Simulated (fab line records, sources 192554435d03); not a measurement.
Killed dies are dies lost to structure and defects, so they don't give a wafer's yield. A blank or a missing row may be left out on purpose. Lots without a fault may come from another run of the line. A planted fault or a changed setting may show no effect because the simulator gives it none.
fab line records | flow n5_finfet
record lots=7 wafers=39
route steps=1938 shown BEOL_M0_SAQP@634 BEOL_M2@879 BEOL_M3@980 BEOL_M5@1112 BEOL_M7@1267 BEOL_M8@1371 BEOL_M11@1575
start_h: hours from the record's first day to the start of the lot's first wafer shown | wait_h: hours since the lot's step before | " the same as in the row above | L1.1+2: a row that stands for several wafers | - no value, or no start given | * or withheld: withheld | < > ~ a bound
route shown NAME@n: a module of which the file shows steps, and the number in the route of the first | usual: mean/standard deviation of fault-free wafers | same: alike in all rows | chamber/n: place in a boat | sites: the reading at each site | _std_site: their standard deviation | _edge_site: outer sites' mean less inner sites' | radius_mm: how far each site lies from the wafer's centre | mask NAME#n: copy n | behind: the tool/chamber that last shaped the wafer | hold: why the lot was held/for how many hours/how that ended | device: the transistor (n, p or np) that didn't switch | end of line: the same wafers' tests at the end of the route | a step without rows: its recipe alone | killed: dies lost to structure and defects at the first sort, not the wafer's yield | map: a wafer's dies, x killed, . not, _ none there
set.NAME: the setting as run; set.NAME@STEP: as run at that earlier step | model.NAME: the simulator's own value behind a step, which no gauge read
lots whose settings were changed on purpose; a table a step, a row a wafer
## steps
# step N5_BEOL_M0_SAQP_HM_DEP_02
# recipe material=TiN target_thk_a=120 temp_c=25 chamber_pressure_pa=0.49996
# columns lot.wafer tool chamber start_h wait_h set.target_thk_a model.TiN_of_BEOL_M0_SAQP_HM_DEP_02.thk_nm
L074.2 pvd_sputter-01 - 108.97 1.4 120 11.8
L074.4+6 " - " " 120 12
L076.1+6 pvd_sputter-02 - 117.46 0.0 99.67 9.8
L076.2+4+5 " - " " 120 11.8
L076.3 " - " " 99.67 10
L079.1+2+3+6 pvd_sputter-01 - 139.53 0.3 120 12.2
L079.4+5 " - " " 120 12.4
L083.1+2+6 pvd_sputter-02 - 157.63 1.9 120 11.8
L083.3+4+5 " - " " 70.62 7
L088.1 pvd_sputter-01 - 195.84 0.8 120 12
L088.2+4+5 " - " " 62.22 6.2
L088.3+6 " - " " 120 11.8
L092.1+5 pvd_sputter-01 - 216.52 1.0 120 12
L092.2 " - " " 120 12.2
L092.3+4 " - " " 67.48 6.8
L092.6 " - " " 67.48 6.6
L093.1+4 pvd_sputter-03 - 222.96 0.8 120 11.8
L093.2+3 " - " " 81.71 8.2
L093.5 " - " " 81.71 8.4
L093.6 " - " " 120 12
# step N5_BEOL_M2_DESCUM_33
# recipe chemistry=O2 time_s=7 source_power_w=50 bias_power_w=20 pressure_mtorr=20 rf_frequency_hz=2.712e+07 temp_c=40 resist=CAR-EUV o2_flow_sccm=225
# columns lot.wafer tool chamber start_h wait_h set.time_s model.CAR-EUV_of_BEOL_M2_COAT_22.thk_nm
L074.2+4+6 rie_diel-03 0,1,3 140.74 0.0 7 26
L076.1+3 rie_diel-03 1,2 140.85 0.1 4.636 27.2
L076.2 " 0 " " 4.636 27
L076.4+5+6 " 3,1,0 " " 7 26
L079.1+6 rie_diel-01 1 173.44 0.0 3.273 27.8
L079.2+4+5 " 3,2,2 " " 7 26
L079.3 " 0 " " 3.273 28
L083.1+3+6 rie_diel-03 2,3,1 187.89 0.3 7 26
L083.2+5 " 1,2 " " 9.275 24.8
L083.4 " 0 " " 9.275 25
L088.1+2 rie_diel-05 2,0 229.92 0.0 7 26
L088.3+5 " 3 " " 3.134 28
L088.4 " 1 " " 3.134 27.8
L088.6 " 0 " " 7 25.8
L092.1+4 rie_diel-03 2,3 244.07 0.0 7 26
L092.2 " 0 " " 7 26.2
L092.3+5+6 " 1,0,1 " " 8.95 25.2
L093.1+3+5 rie_diel-05 2,1,0 252.34 0.0 7 26
L093.2 " 0 " " 11.18 23.8
L093.4+6 " 3,1 " " 11.18 24
# step N5_BEOL_M3_TRENCH_ETCH_37
# recipe chemistry=C4F6/O2 target_depth_a=555.55 target=SiOC time_s=29.2 ion_energy_ev=250 pressure_mtorr=30 source_w=355 bias_w=185 Ar_flow_sccm=300 C4F6_flow_sccm=10 O2_flow_sccm=10
# columns lot.wafer tool chamber start_h wait_h set.target_depth_a model.etch.depth_nm model.BEOL_M3.feature_depth_nm model.TiN_of_BEOL_M3_HM_DEP_02.thk_nm
L074.2 rie_diel-02 2 - - 555.55 55.73 55.8 17.8
L074.4 " 3 " " 555.55 55.02 55 17.8
L074.6 " 3 " " 555.55 55.18 55.2 17.8
L076.1 rie_diel-04 0 - - 333.6 33.96 34 18.4
L076.2 " 3 " " 333.6 32.68 32.6 18.4
L076.3 " 2 " " 555.55 57.23 57.2 17.2
L076.4 " 1 " " 555.55 54.8 54.8 17.8
L076.5 " 1 " " 333.6 33.16 33.2 18.6
L076.6 " 0 " " 555.55 56.19 56.2 17.4
L079.1 rie_diel-04 1 - - 340.4 33.99 34 18.6
L079.2 " 2 " " 555.55 57.64 57.6 17.6
L079.3 " 0 " " 340.4 35.16 35.2 18.4
L079.4 " 3 " " 340.4 33.43 33.4 18.6
L079.5 " 2 " " 555.55 56.86 56.8 17.6
L079.6 " 1 " " 555.55 55.25 55.2 17.8
L083.1 rie_diel-02 2 - - 648.2 63.82 63.8 17.2
L083.2 " 3 " " 648.2 64.93 65 17.2
L083.3 " 0 " " 555.55 56.41 56.4 17.2
L083.4 " 1 " " 555.55 54.77 54.8 17.6
L083.5 " 3 " " 648.2 65.78 65.8 17.2
L083.6 " 2 " " 555.55 55.09 55 17.6
L088.1 rie_diel-04 1 - - 642.8 63.42 63.4 17.4
L088.2 " 3 " " 555.55 54.87 54.8 17.8
L088.3 " 0 " " 642.8 65.95 66 17.2
L088.4 " 2 " " 642.8 66.14 66.2 17.4
L088.5 " 2 " " 555.55 57.18 57.2 17.4
L088.6 " 3 " " 555.55 55.12 55.2 17.8
L092.1 rie_diel-02 2 - - 555.55 54.88 54.8 17.8
L092.2 " 3 " " 555.55 55.77 55.8 17.4
L092.3 " 0 " " 555.55 56.44 56.4 17.4
L092.4 " 1 " " 555.55 55.93 56 17.2
L092.5 " 2 " " 555.55 54.82 54.8 17.4
L092.6 " 3 " " 555.55 55.81 55.8 17.6
L093.1 rie_diel-04 2 - - 555.55 57.66 57.6 17.6
L093.2 " 3 " " 678.9 66.85 66.8 17
L093.3 " 1 " " 555.55 55.28 55.2 18
L093.4 " 0 " " 678.9 69.68 69.6 17.2
L093.5 " 1 " " 678.9 67.55 67.6 17.2
L093.6 " 2 " " 555.55 57.5 57.4 17.4
# step N5_BEOL_M3_ETCH_41
# recipe chemistry=CH3F/O2 target=SiCN target_depth_a=299 taper_deg=2 time_s=52.5 ion_energy_ev=120 mask_material=TiN pressure_mtorr=30 source_w=395 bias_w=75 Ar_flow_sccm=150 CH3F_flow_sccm=30 O2_flow_sccm=20
# step N5_BEOL_M3_STRIP_97
# recipe chemistry=N2/H2 time_s=10 power_w=450 temp_c=40 pressure_mtorr=20 rf_frequency_hz=6e+07 bias_power_w=7 n2_flow_sccm=200 h2_flow_sccm=200
# step N5_BEOL_M3_OCD_MEAS_38
# usual trench_depth_nm=55.6/1
# columns lot.wafer tool chamber start_h wait_h set.target_depth_a@BEOL_M3_TRENCH_ETCH_37 trench_depth_nm
L074.2 ocd-02 - 163.51 - 555.55 55.4
L074.4 " - " " 555.55 54.4
L074.6 " - " " 555.55 54.5
L076.1 ocd-01 - 163.68 - 333.6 33.9
L076.2 " - " " 333.6 33.1
L076.3 " - " " 555.55 57.0
L076.4 " - " " 555.55 55.0
L076.5 " - " " 333.6 33.2
L076.6 " - " " 555.55 56.0
L079.1 ocd-02 - 189.40 - 340.4 33.9
L079.2 " - " " 555.55 57.5
L079.3 " - " " 340.4 34.3
L079.4 " - " " 340.4 33.4
L079.5 " - " " 555.55 57.0
L079.6 " - " " 555.55 55.6
L083.1 ocd-01 - 210.54 - 648.2 64.2
L083.2 " - " " 648.2 64.9
L083.3 " - " " 555.55 55.9
L083.4 " - " " 555.55 54.5
L083.5 " - " " 648.2 65.8
L083.6 " - " " 555.55 55.3
L088.1 ocd-02 - 258.29 - 642.8 63.1
L088.2 " - " " 555.55 55.5
L088.3 " - " " 642.8 65.8
L088.4 " - " " 642.8 66.4
L088.5 " - " " 555.55 57.3
L088.6 " - " " 555.55 54.7
L092.1 ocd-01 - 266.14 - 555.55 54.9
L092.2 " - " " 555.55 55.8
L092.3 " - " " 555.55 56.4
L092.4 " - " " 555.55 55.5
L092.5 " - " " 555.55 54.8
L092.6 " - " " 555.55 56.0
L093.1 ocd-02 - 266.14 - 555.55 57.7
L093.2 " - " " 678.9 66.5
L093.3 " - " " 555.55 55.5
L093.4 " - " " 678.9 69.7
L093.5 " - " " 678.9 67.2
L093.6 " - " " 555.55 57.4
# step N5_BEOL_M5_ILD_DEP_00
# recipe material=SiCOH_lowk target_thk_a=1406.4 temp_c=300 precursor=DEMS/porogen pressure_torr=5 rf_w=500 time_s=25.9
# columns lot.wafer tool chamber start_h wait_h set.target_thk_a model.SiCOH_lowk_of_BEOL_M5_ILD_DEP_00.thk_nm
L074.2 pecvd-02 0 180.64 0.7 1406.4 139.4
L074.4 " 1 " " 1406.4 143.2
L074.6 " 0 " " 1406.4 140.2
L076.1 pecvd-03 0 185.84 0.8 1406.4 141.4
L076.2 " 1 " " 1406.4 138.6
L076.3 " 2 " " 1406.4 138.4
L076.4+6 " 0,1 " " 1406.4 142.6
L076.5 " 2 " " 1406.4 140.2
L079.1+5+6 pecvd-04 2,1,0 207.29 0.8 1406.4 142.8
L079.2 " 1 " " 1406.4 140.8
L079.3 " 0 " " 1406.4 141
L079.4 " 2 " " 1406.4 144.4
L083.1 pecvd-04 2 230.10 0.8 1124 112
L083.2 " 1 " " 1406.4 139
L083.3 " 0 " " 1124 111.6
L083.4 " 1 " " 1406.4 140
L083.5 " 0 " " 1124 113
L083.6 " 2 " " 1406.4 141.8
L088.1 pecvd-04 0 273.20 0.8 1406.4 139
L088.2 " 1 " " 1163 114
L088.3 " 2 " " 1163 115.2
L088.4 " 2 " " 1163 117.6
L088.5 " 1 " " 1406.4 138.8
L088.6 " 0 " " 1406.4 143.8
L092.1+4+6 pecvd-03 1,1,2 281.00 0.8 1406.4 141.8
L092.2 " 0 " " 1406.4 139.8
L092.3 " 2 " " 1406.4 140.6
L092.5 " 0 " " 1406.4 144.2
L093.1+5 pecvd-02 0,2 281.93 0.8 1116 111.2
L093.2 " 1 " " 1406.4 140.4
L093.3 " 2 " " 1406.4 139.4
L093.4 " 1 " " 1406.4 144.6
L093.6 " 0 " " 1116 112.6
# step N5_BEOL_M5_CURE_79
# recipe temp_c=385 time_s=240 ambient=He/Ar material=SiCOH_lowk
# columns lot.wafer tool chamber start_h wait_h set.target_thk_a@BEOL_M5_ILD_DEP_00 model.SiCOH_lowk_of_BEOL_M5_ILD_DEP_00.thk_nm
L074.2 uv_cure-02 1 180.78 0.1 1406.4 120
L074.4 " 1 " " 1406.4 123.2
L074.6 " 1 " " 1406.4 120.6
L076.1 uv_cure-03 0 185.90 0.0 1406.4 121.6
L076.2 " 0 " " 1406.4 119.4
L076.3 " 0 " " 1406.4 119
L076.4 " 0 " " 1406.4 122.6
L076.5 " 0 " " 1406.4 120.6
L076.6 " 0 " " 1406.4 122.8
L079.1+5 uv_cure-02 2 207.35 0.0 1406.4 123
L079.2 " 2 " " 1406.4 121.2
L079.3 " 2 " " 1406.4 121.4
L079.4 " 2 " " 1406.4 124.2
L079.6 " 2 " " 1406.4 122.8
L083.1 uv_cure-02 1 230.16 0.0 1124 96.2
L083.2 " 1 " " 1406.4 119.6
L083.3 " 1 " " 1124 95.8
L083.4 " 1 " " 1406.4 120.4
L083.5 " 1 " " 1124 97
L083.6 " 1 " " 1406.4 122
L088.1+5 uv_cure-02 2 273.26 0.0 1406.4 119.4
L088.2 " 2 " " 1163 97.8
L088.3 " 2 " " 1163 98.8
L088.4 " 2 " " 1163 101
L088.6 " 2 " " 1406.4 123.8
L092.1+4+6 uv_cure-03 0 281.06 0.0 1406.4 122
L092.2 " 0 " " 1406.4 120.4
L092.3 " 0 " " 1406.4 120.8
L092.5 " 0 " " 1406.4 124
L093.1+5 uv_cure-01 2 281.99 0.0 1116 95.4
L093.2 " 2 " " 1406.4 120.8
L093.3 " 2 " " 1406.4 120
L093.4 " 2 " " 1406.4 124.4
L093.6 " 2 " " 1116 96.8
# step N5_BEOL_M5_THK_MEAS_01
# recipe reads=SiCOH_lowk_of_BEOL_M5_ILD_DEP_00
# usual M5_ILD_THK=121.2/1.6
# columns lot.wafer tool chamber start_h wait_h set.target_thk_a@BEOL_M5_ILD_DEP_00 M5_ILD_THK[nm]
L074.2 film_metro-02 - 181.21 0.4 1406.4 120.1
L074.4 " - " " 1406.4 123.4
L074.6 " - " " 1406.4 120.7
L076.1 film_metro-01 - 186.41 0.4 1406.4 121.7
L076.2 " - " " 1406.4 119.3
L076.3 " - " " 1406.4 119.0
L076.4 " - " " 1406.4 122.7
L076.5 " - " " 1406.4 120.6
L076.6 " - " " 1406.4 122.7
L079.1 film_metro-01 - 207.87 0.4 1406.4 122.9
L079.2 " - " " 1406.4 121.3
L079.3 " - " " 1406.4 121.4
L079.4 " - " " 1406.4 124.0
L079.5 " - " " 1406.4 122.9
L079.6 " - " " 1406.4 122.7
L083.1 film_metro-02 - 230.67 0.4 1124 96.1
L083.2 " - " " 1406.4 119.5
L083.3 " - " " 1124 95.7
L083.4 " - " " 1406.4 120.4
L083.5 " - " " 1124 97.0
L083.6 " - " " 1406.4 121.9
L088.1 film_metro-01 - 273.78 0.4 1406.4 119.6
L088.2 " - " " 1163 97.8
L088.3 " - " " 1163 98.8
L088.4 " - " " 1163 101.1
L088.5 " - " " 1406.4 119.4
L088.6 " - " " 1406.4 123.8
L092.1 film_metro-02 - 281.57 0.4 1406.4 122.1
L092.2 " - " " 1406.4 120.2
L092.3 " - " " 1406.4 120.9
L092.4 " - " " 1406.4 122.2
L092.5 " - " " 1406.4 124.1
L092.6 " - " " 1406.4 121.9
L093.1 film_metro-01 - 282.50 0.4 1116 95.5
L093.2 " - " " 1406.4 120.7
L093.3 " - " " 1406.4 120.1
L093.4 " - " " 1406.4 124.4
L093.5 " - " " 1116 95.4
L093.6 " - " " 1116 96.8
# step N5_BEOL_M7_HM_DEP_02
# recipe material=TiN target_thk_a=200 temp_c=25 chamber_pressure_pa=0.49996
# columns lot.wafer tool chamber start_h wait_h set.target_thk_a model.TiN_of_BEOL_M7_HM_DEP_02.thk_nm
L074.2 pvd_sputter-01 - 201.52 1.7 200 20.2
L074.4+6 " - " " 200 20
L076.1 pvd_sputter-03 - 205.23 0.7 143.2 14.2
L076.2+6 " - " " 200 19.8
L076.3 " - " " 143.2 14
L076.4 " - " " 200 20.2
L076.5 " - " " 143.2 14.6
L079.1+3+5 pvd_sputter-03 - 228.30 0.6 200 19.8
L079.2 " - " " 200 20.2
L079.4 " - " " 200 20
L079.6 " - " " 200 20.4
L083.1+5 pvd_sputter-01 - 258.87 2.8 200 20.2
L083.2+3+4 " - " " 282.9 28.4
L083.6 " - " " 200 20
L088.1 pvd_sputter-03 - 294.88 0.5 200 20.4
L088.2+3+4 " - " " 200 20
L088.5+6 " - " " 200 20.2
L092.1+2+6 pvd_sputter-03 - 299.50 0.1 200 20.4
L092.3+4+5 " - " " 167.1 17
L093.1+2 pvd_sputter-01 - 301.43 0.0 283.2 28.4
L093.3 " - " " 283.2 28.2
L093.4 " - " " 200 20.2
L093.5+6 " - " " 200 20
# step N5_BEOL_M7_COAT_59
# recipe resist=SOC temp_c=250 time_s=60 spin_rpm=1500 resist_thk_nm=100
# step N5_BEOL_M7_COAT_60
# recipe resist=SiARC temp_c=220 time_s=60 spin_rpm=1500 resist_thk_nm=35
# step N5_BEOL_M7_STRIP_68
# recipe chemistry=N2/H2 temp_c=40 n2_flow_sccm=200 h2_flow_sccm=200 rf_frequency_hz=6e+07
# step N5_BEOL_M7_STRIP_67
# recipe chemistry=CF4 resist=SiARC power_w=300 bias_power_w=75 pressure_mtorr=50 cf4_flow_sccm=150 rf_frequency_hz=6e+07
# step N5_BEOL_M7_HM_OPEN_17
# recipe chemistry=Cl2/BCl3 target_depth_a=200 overetch_a=60 target=TiN mask_material=SOC ion_energy_ev=150 pressure_mtorr=10 icp_w=1000 bias_w=126 Cl2_flow_sccm=53.25 bcl3_flow_sccm=21.75 Ar_flow_sccm=25
# columns lot.wafer tool chamber start_h wait_h set.target_thk_a@BEOL_M7_HM_DEP_02 model.etch.depth_nm
L074.2 rie_metal-01 1 202.39 0.0 200 20.19
L074.4 " 1 " " 200 19.93
L074.6 " 1 " " 200 20.06
L076.1 rie_metal-01 0 206.13 0.0 143.2 14.16
L076.2 " 1 " " 200 19.84
L076.3 " 0 " " 143.2 14.07
L076.4 " 1 " " 200 20.24
L076.5 " 0 " " 143.2 14.67
L076.6 " 1 " " 200 19.78
L079.1 rie_metal-01 1 229.16 0.0 200 19.73
L079.2 " 0 " " 200 20.26
L079.3 " 0 " " 200 19.83
L079.4 " 1 " " 200 19.9
L079.5 " 0 " " 200 19.86
L079.6 " 1 " " 200 20.32
L083.1 rie_metal-02 0 259.81 0.0 200 20.29
L083.2 " 1 " " 282.9 25.39
L083.3 " 0 " " 282.9 26.91
L083.4 " 1 " " 282.9 25.45
L083.5 " 1 " " 200 20.28
L083.6 " 0 " " 200 20.04
L088.1 rie_metal-02 1 295.81 0.0 200 20.38
L088.2 " 0 " " 200 19.95
L088.3+4 " 0,1 " " 200 19.97
L088.5 " 0 " " 200 20.29
L088.6 " 1 " " 200 20.17
L092.1 rie_metal-01 0 300.38 0.0 200 20.36
L092.2 " 1 " " 200 20.45
L092.3+5 " 0,1 " " 167.1 16.92
L092.4 " 1 " " 167.1 16.98
L092.6 " 0 " " 200 20.5
L093.1 rie_metal-02 0 302.29 0.0 283.2 26.68
L093.2 " 1 " " 283.2 25.31
L093.3 " 1 " " 283.2 25.25
L093.4 " 0 " " 200 20.13
L093.5 " 1 " " 200 20.04
L093.6 " 0 " " 200 19.96
# step N5_BEOL_M8_ETCH_66
# recipe chemistry=N2/H2 target=SOC target_depth_a=800 overetch_a=160 mask_material=SiARC temp_c=40 time_s=120 ion_energy_ev=200 pressure_mtorr=30 source_w=840 bias_w=150 n2_flow_sccm=200 h2_flow_sccm=200
# columns lot.wafer tool chamber start_h wait_h set.target_depth_a model.etch.depth_nm model.SiARC_of_BEOL_M8_COAT_64.thk_nm
L076.1 rie_diel-01 3 214.89 0.0 590.4 60.21 7.8
L076.2 " 1 " " 800 60.04 6.4
L076.3 " 0 " " 800 60.16 6.4
L076.4 " 2 " " 590.4 60.17 7.4
L076.5 " 2 " " 590.4 60.16 7.4
L076.6 " 3 " " 800 60 6.4
L074.2 rie_diel-05 2 215.00 0.0 800 59.98 6.4
L074.4 " 0 " " 800 59.77 6.2
L074.6 " 0 " " 800 59.68 6.2
L079.1 rie_diel-03 3 240.39 0.0 800 59.75 6.6
L079.2+4 " 2,0 " " 800 59.8 6.6
L079.3 " 1 " " 800 59.74 6.4
L079.5 " 1 " " 800 59.88 6.4
L079.6 " 2 " " 800 59.74 6.6
L083.1 rie_diel-05 0 269.93 0.0 800 60.06 6.2
L083.2 " 1 " " 1125 59.92 4.6
L083.3 " 2 " " 1125 60.07 4.6
L083.4 " 3 " " 800 60.21 6
L083.5 " 3 " " 1125 60.03 4.2
L083.6 " 0 " " 800 59.86 6.2
L088.1 rie_diel-01 3 303.03 0.0 484.7 59.98 8
L088.2 " 1 " " 484.7 60.03 8.2
L088.3 " 0 " " 800 59.99 6.4
L088.4 " 2 " " 800 60.1 6.2
L088.5 " 1 " " 484.7 59.91 8.4
L088.6 " 0 " " 800 60.01 6.6
L092.1 rie_diel-03 0 308.96 0.0 800 59.86 6.6
L092.2 " 3 " " 800 59.95 6.4
L092.3 " 2 " " 800 59.99 6.6
L092.4 " 1 " " 337.4 48.98 9.2
L092.5 " 1 " " 337.4 49.19 9.2
L092.6 " 2 " " 337.4 48.55 9.2
L093.1 rie_diel-03 3 312.43 0.0 800 60.4 6.6
L093.2 " 0 " " 460.1 59.63 8.6
L093.3 " 2 " " 460.1 60.22 8.6
L093.4 " 1 " " 800 60.33 6.4
L093.5 " 0 " " 460.1 59.54 8.6
L093.6 " 3 " " 800 60.33 6.6
# step N5_BEOL_M11_VIA_ETCH_34
# recipe chemistry=C4F6/O2 target=SiCOH_lowk target_depth_a=1845 mask_material=SOC taper_deg=4 time_s=69.2 ion_energy_ev=250 pressure_mtorr=30 source_w=345 bias_w=185 Ar_flow_sccm=300 C4F6_flow_sccm=10 O2_flow_sccm=10
# columns lot.wafer tool chamber start_h wait_h set.target_depth_a model.etch.depth_nm model.SOC_of_BEOL_M11_COAT_63.thk_nm
L076.1 rie_diel-06 2 240.52 0.0 1161 117.3 95.2
L076.2 " 3 " " 1845 182.5 91.6
L076.3 " 1 " " 1845 187 91.6
L076.4 " 0 " " 1845 184.2 91.8
L076.5 " 0 " " 1161 115.3 94.8
L076.6 " 1 " " 1161 118.3 94.6
L074.2 rie_diel-04 1 240.93 0.0 1845 181.7 91.4
L074.4 " 2 " " 1845 186.3 91.2
L074.6 " 3 " " 1845 179.6 91.4
L079.1 rie_diel-02 1 270.10 0.0 1475 145.4 93.2
L079.2 " 3 " " 1475 145.2 93.2
L079.3 " 2 " " 1845 179 92.2
L079.4 " 0 " " 1845 185.9 91.6
L079.5 " 1 " " 1845 182 91.8
L079.6 " 0 " " 1475 147.2 93
L083.1 rie_diel-06 3 293.95 0.0 1845 180.9 92.2
L083.2 " 2 " " 1845 186.3 92
L083.3 " 0 " " 1845 182.7 92.2
L083.4 " 1 " " 1845 188.6 91.8
L083.5 " 1 " " 1845 188.1 91.8
L083.6 " 2 " " 1845 185.8 92.2
L088.1 rie_diel-04 1 328.88 0.0 743.8 72.85 96.8
L088.2 " 2 " " 1845 188.6 92
L088.3 " 0 " " 743.8 75.97 97
L088.4 " 2 " " 1845 188.9 91.8
L088.5 " 1 " " 1845 181.5 91.8
L088.6 " 0 " " 743.8 75.61 96.8
L092.1 rie_diel-06 2 331.84 0.0 2812 287.5 87.2
L092.2 " 3 " " 1845 193.5 91.4
L092.3 " 0 " " 1845 185.1 91.6
L092.4 " 1 " " 2812 289 86.8
L092.5 " 0 " " 2812 282.2 87.6
L092.6 " 3 " " 1845 193.1 91.6
L093.1 rie_diel-06 0 337.96 0.0 1845 183.3 91.8
L093.2 " 1 " " 1845 187.4 91.6
L093.3 " 3 " " 1845 190.6 91.4
L093.4 " 2 " " 1845 187 92
L093.5 " 2 " " 1845 186.8 92.2
L093.6 " 1 " " 1845 186.2 91.6
## key
split step=N5_BEOL_M0_SAQP_HM_DEP_02 setting=target_thk_a stated=120 by=wafer
response step=N5_BEOL_M0_SAQP_HM_DEP_02 reading=model.TiN_of_BEOL_M0_SAQP_HM_DEP_02.thk_nm change=+0.118 per=1% r=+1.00
split step=N5_BEOL_M2_DESCUM_33 setting=time_s stated=7 by=wafer
response step=N5_BEOL_M2_DESCUM_33 reading=model.CAR-EUV_of_BEOL_M2_COAT_22.thk_nm change=-0.0348 per=1% r=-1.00
split step=N5_BEOL_M3_TRENCH_ETCH_37 setting=target_depth_a stated=555.55 by=wafer
response step=N5_BEOL_M3_TRENCH_ETCH_37 reading=model.etch.depth_nm change=+0.567 per=1% r=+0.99
response step=N5_BEOL_M3_TRENCH_ETCH_37 reading=model.BEOL_M3.feature_depth_nm change=+0.567 per=1% r=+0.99
response step=N5_BEOL_M3_TRENCH_ETCH_37 reading=model.TiN_of_BEOL_M3_HM_DEP_02.thk_nm change=-0.0231 per=1% r=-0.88
response step=N5_BEOL_M3_OCD_MEAS_38 reading=trench_depth_nm change=+0.568 per=1% r=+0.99
split step=N5_BEOL_M5_ILD_DEP_00 setting=target_thk_a stated=1406.4 by=wafer
response step=N5_BEOL_M5_ILD_DEP_00 reading=model.SiCOH_lowk_of_BEOL_M5_ILD_DEP_00.thk_nm change=+1.43 per=1% r=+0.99
response step=N5_BEOL_M5_CURE_79 reading=model.SiCOH_lowk_of_BEOL_M5_ILD_DEP_00.thk_nm change=+1.24 per=1% r=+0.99
response step=N5_BEOL_M5_THK_MEAS_01 reading=M5_ILD_THK change=+1.24 per=1% r=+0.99
split step=N5_BEOL_M7_HM_DEP_02 setting=target_thk_a stated=200 by=wafer
response step=N5_BEOL_M7_HM_DEP_02 reading=model.TiN_of_BEOL_M7_HM_DEP_02.thk_nm change=+0.2 per=1% r=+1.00
response step=N5_BEOL_M7_HM_OPEN_17 reading=model.etch.depth_nm change=+0.153 per=1% r=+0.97
split step=N5_BEOL_M8_ETCH_66 setting=target_depth_a stated=800 by=wafer
response step=N5_BEOL_M8_ETCH_66 reading=model.etch.depth_nm shape=bent at_lowest=48.91 at_stated=59.98 at_highest=60
response step=N5_BEOL_M8_ETCH_66 reading=model.SiARC_of_BEOL_M8_COAT_64.thk_nm change=-0.0454 per=1% r=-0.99
split step=N5_BEOL_M11_VIA_ETCH_34 setting=target_depth_a stated=1845 by=wafer
response step=N5_BEOL_M11_VIA_ETCH_34 reading=model.etch.depth_nm change=+1.84 per=1% r=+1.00
response step=N5_BEOL_M11_VIA_ETCH_34 reading=model.SOC_of_BEOL_M11_COAT_63.thk_nm change=-0.0828 per=1% r=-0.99
